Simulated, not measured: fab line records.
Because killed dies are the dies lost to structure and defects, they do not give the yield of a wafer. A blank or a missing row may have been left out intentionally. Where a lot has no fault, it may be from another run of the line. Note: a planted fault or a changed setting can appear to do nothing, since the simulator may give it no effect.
Matching of chambers -- flow n5-finfet -- N5_BEOL_M1_ETCH_64 on rie-diel-03: 4 sister chambers
The step etches SOC in N2/H2, target depth 75 nm, overetch 15 nm, time 112.5 s. 4 wafers are shown with their chamber, then 9 later ones without.

## WAFERS WITH THEIR CHAMBER
wafer,chamber,drypump-motor-current-A (A)
L087.3,2,5.0
L091.1,1,6.1
L091.3,3,5.4
L091.4,0,5.9

## WAFERS WITH NO CHAMBER GIVEN
wafer,drypump-motor-current-A (A)
L089.1,6.1
L089.4,5.0
L089.6,5.0
L094.2,5.9
L094.3,5.1
L094.5,5.9
L096.2,5.9
L096.3,5.0
L096.4,6.1

## WHICH CHAMBER EACH WENT THROUGH
wafer,from the rows above,in truth
L089.1,1,1
L089.4,2,2
L089.6,2,2
L094.2,0,0
L094.3,2,2
L094.5,0,0
L096.2,0,0
L096.3,2,2
L096.4,1,1
Placed correctly: 9 of 9. Not placeable from these rows: 0. 0 placed wrongly.
How it was worked out, from the rows above alone: a wafer's distance from a chamber is the root of the sum, over the readings, of the square of ((its reading less the chamber's mean) divided by the reading's scatter). If the next closest chamber is less than 2 further off than the closest, the wafer can't be placed; otherwise it belongs to the closest. For every chamber, the mean is computed from those of its wafers that are shown. The scatter: root of mean squared gap, hidden wafer to nearest shown wafer, with one shown wafer a chamber.
